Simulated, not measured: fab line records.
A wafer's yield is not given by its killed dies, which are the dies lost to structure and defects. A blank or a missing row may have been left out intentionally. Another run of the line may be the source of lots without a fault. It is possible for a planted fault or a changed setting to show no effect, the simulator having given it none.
Matching of chambers + flow n5 finfet + 4 sister chambers for N5_BEOL_M9_CMP_52 on cmp-03
The step polishes, stops on SiCOH lowk, t overpolish 7 s, target thk 140 nm. 4 wafers are shown with their chamber, then 12 later ones without.

WAFERS, EACH WITH ITS CHAMBER
| wafer  | chamber | motor current A (A) |
|--------|---------|---------------------|
| L087.3 | 2       | 6.1                 |
| L086.6 | 3       | 5.8                 |
| L088.4 | 0       | 6.5                 |
| L088.5 | 1       | 5.5                 |

WAFERS WITH NO CHAMBER GIVEN
| wafer  | motor current A (A) |
|--------|---------------------|
| L092.1 | 5.4                 |
| L092.3 | 6.0                 |
| L092.6 | 5.8                 |
| L095.1 | 6.3                 |
| L095.4 | 6.6                 |
| L095.5 | 6.7                 |
| L096.1 | 5.7                 |
| L096.5 | 5.6                 |
| L096.6 | 6.2                 |
| L097.2 | 5.6                 |
| L097.3 | 6.2                 |
| L097.6 | 6.5                 |

CHAMBER TAKEN BY EACH
| wafer  | from the rows above     | in truth                   |
|--------|-------------------------|----------------------------|
| L092.1 | 1                       | 1                          |
| L092.3 | can't be placed: 2 or 3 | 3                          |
| L092.6 | 3                       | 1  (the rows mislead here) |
| L095.1 | can't be placed: 0 or 2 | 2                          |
| L095.4 | 0                       | 0                          |
| L095.5 | 0                       | 0                          |
| L096.1 | can't be placed: 3 or 1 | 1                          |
| L096.5 | can't be placed: 1 or 3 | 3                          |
| L096.6 | can't be placed: 2 or 0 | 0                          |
| L097.2 | can't be placed: 1 or 3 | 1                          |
| L097.3 | can't be placed: 2 or 0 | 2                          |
| L097.6 | 0                       | 0                          |
Placed correctly: 4 of 12. These rows do not allow placing 7 (true chamber among the candidates in 7). 1 placed wrongly.
How it was worked out, from the rows above alone: a wafer's distance from a chamber is the root of the sum, over the readings, of the square of ((its reading less the chamber's mean) divided by the reading's scatter). The wafer belongs to the nearest chamber; if the next one is less than 2 further off, it can't be placed. A chamber's mean is the mean of its shown wafers. The scatter: root of mean squared gap, hidden wafer to nearest shown wafer, with one shown wafer a chamber.
